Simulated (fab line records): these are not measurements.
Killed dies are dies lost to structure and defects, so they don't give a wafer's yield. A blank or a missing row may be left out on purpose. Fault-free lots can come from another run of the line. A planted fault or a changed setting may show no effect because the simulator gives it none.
Chamber matching || flow n5_finfet || N5_BEOL_M11_ETCH_65 on rie_diel-05 has 4 sister chambers
The step etches SiARC in CF4, target depth 39 nm, time 65 s. 8 wafers are shown with their chamber, then 8 later ones without.

== WAFERS WITH THEIR CHAMBER ==
{"wafer": "L429.5", "chamber": 2, "drypump_motor_current_A (A)": 5.2, "throttle_valve_pct (%)": 16.12}
{"wafer": "L436.5", "chamber": 2, "drypump_motor_current_A (A)": 5.2, "throttle_valve_pct (%)": 16.13}
{"wafer": "L432.4", "chamber": 3, "drypump_motor_current_A (A)": 5.7, "throttle_valve_pct (%)": 15.67}
{"wafer": "L432.6", "chamber": 1, "drypump_motor_current_A (A)": 5.4, "throttle_valve_pct (%)": 15.65}
{"wafer": "L440.3", "chamber": 1, "drypump_motor_current_A (A)": 5.3, "throttle_valve_pct (%)": 15.66}
{"wafer": "L440.5", "chamber": 3, "drypump_motor_current_A (A)": 5.7, "throttle_valve_pct (%)": 15.69}
{"wafer": "L440.6", "chamber": 0, "drypump_motor_current_A (A)": 5.9, "throttle_valve_pct (%)": 15.62}
{"wafer": "L445.1", "chamber": 0, "drypump_motor_current_A (A)": 5.9, "throttle_valve_pct (%)": 15.60}

== WAFERS WITHOUT THEIR CHAMBER ==
{"wafer": "L445.2", "drypump_motor_current_A (A)": 5.7, "throttle_valve_pct (%)": 15.69}
{"wafer": "L445.4", "drypump_motor_current_A (A)": 5.3, "throttle_valve_pct (%)": 15.65}
{"wafer": "L446.2", "drypump_motor_current_A (A)": 5.2, "throttle_valve_pct (%)": 16.17}
{"wafer": "L446.3", "drypump_motor_current_A (A)": 5.3, "throttle_valve_pct (%)": 15.67}
{"wafer": "L446.6", "drypump_motor_current_A (A)": 5.2, "throttle_valve_pct (%)": 16.20}
{"wafer": "L448.1", "drypump_motor_current_A (A)": 5.7, "throttle_valve_pct (%)": 15.71}
{"wafer": "L448.2", "drypump_motor_current_A (A)": 5.3, "throttle_valve_pct (%)": 15.68}
{"wafer": "L448.4", "drypump_motor_current_A (A)": 5.8, "throttle_valve_pct (%)": 15.64}

== WHICH CHAMBER EACH ONE RAN IN ==
{"wafer": "L445.2", "from the rows above": 3, "in truth": 3}
{"wafer": "L445.4", "from the rows above": 1, "in truth": 1}
{"wafer": "L446.2", "from the rows above": 2, "in truth": 2}
{"wafer": "L446.3", "from the rows above": 1, "in truth": 1}
{"wafer": "L446.6", "from the rows above": 2, "in truth": 2}
{"wafer": "L448.1", "from the rows above": 3, "in truth": 3}
{"wafer": "L448.2", "from the rows above": 1, "in truth": 1}
{"wafer": "L448.4", "from the rows above": "can't be placed: 0 or 3", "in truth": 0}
Correct placement for 7 of the 8. Unplaceable from these rows: 1, with the true chamber sitting among the candidates in 1. Wrongly placed: 0.
How it was worked out, from the rows above alone: a wafer's distance from a chamber is the root of the sum, over the readings, of the square of ((its reading less the chamber's mean) divided by the reading's scatter). If the next closest chamber is less than 2 further off than the closest, the wafer can't be placed; otherwise it belongs to the closest. Each chamber's mean is taken over the wafers shown for it. The scatter is the square root of a quotient: the sum, over the shown wafers, of each reading's squared deviation from its chamber's mean, divided by wafers minus chambers.
